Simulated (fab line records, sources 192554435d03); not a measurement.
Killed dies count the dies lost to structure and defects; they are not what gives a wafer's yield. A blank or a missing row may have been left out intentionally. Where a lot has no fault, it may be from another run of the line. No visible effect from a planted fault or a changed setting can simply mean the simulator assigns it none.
Matching of chambers | flow n5_finfet | N5_BEOL_M11_DEP_56 on pecvd-04 has 3 sister chambers
The step deposits SiCN from 3MS/NH3, target thk 30 nm, time 10.5 s. 6 wafers are shown with their chamber, then 6 later ones without.

== EACH WAFER AND ITS CHAMBER ==
wafer  | chamber | throttle_valve_pct (%) | showerhead_plenum_p_Torr (Torr)
L074.6 | 1       | 21.3                   | 4.212
L085.2 | 2       | 18.6                   | 4.156
L085.3 | 1       | 20.9                   | 4.202
L091.3 | 0       | 18.4                   | 4.159
L091.5 | 0       | 18.1                   | 4.157
L091.6 | 2       | 18.7                   | 4.158

== WAFERS WHOSE CHAMBER IS MISSING ==
wafer  | throttle_valve_pct (%) | showerhead_plenum_p_Torr (Torr)
L092.3 | 18.4                   | 4.157
L092.4 | 18.6                   | 4.169
L092.6 | 18.5                   | 4.161
L093.1 | 18.3                   | 4.149
L093.2 | 18.8                   | 4.159
L093.4 | 18.2                   | 4.154

== EACH ONE'S CHAMBER ==
wafer  | from the rows above     | in truth
L092.3 | can't be placed: 0 or 2 | 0
L092.4 | can't be placed: 2 or 0 | 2
L092.6 | can't be placed: 2 or 0 | 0
L093.1 | can't be placed: 0 or 2 | 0
L093.2 | can't be placed: 2 or 0 | 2
L093.4 | can't be placed: 0 or 2 | 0
Placed correctly: 0 of 6. Not placeable from these rows: 6 (in 6, the candidates include the true chamber). Placed wrongly: 0.
How it was worked out, from the rows above alone: a wafer's distance from a chamber is the root of the sum, over the readings, of the square of ((its reading less the chamber's mean) divided by the reading's scatter). If the next closest chamber is less than 2 further off than the closest, the wafer can't be placed; otherwise it belongs to the closest. For every chamber, the mean is computed from those of its wafers that are shown. The scatter: take each reading less its chamber's mean, square it, sum over the shown wafers, divide by the number of wafers less the number of chambers, and take the root.
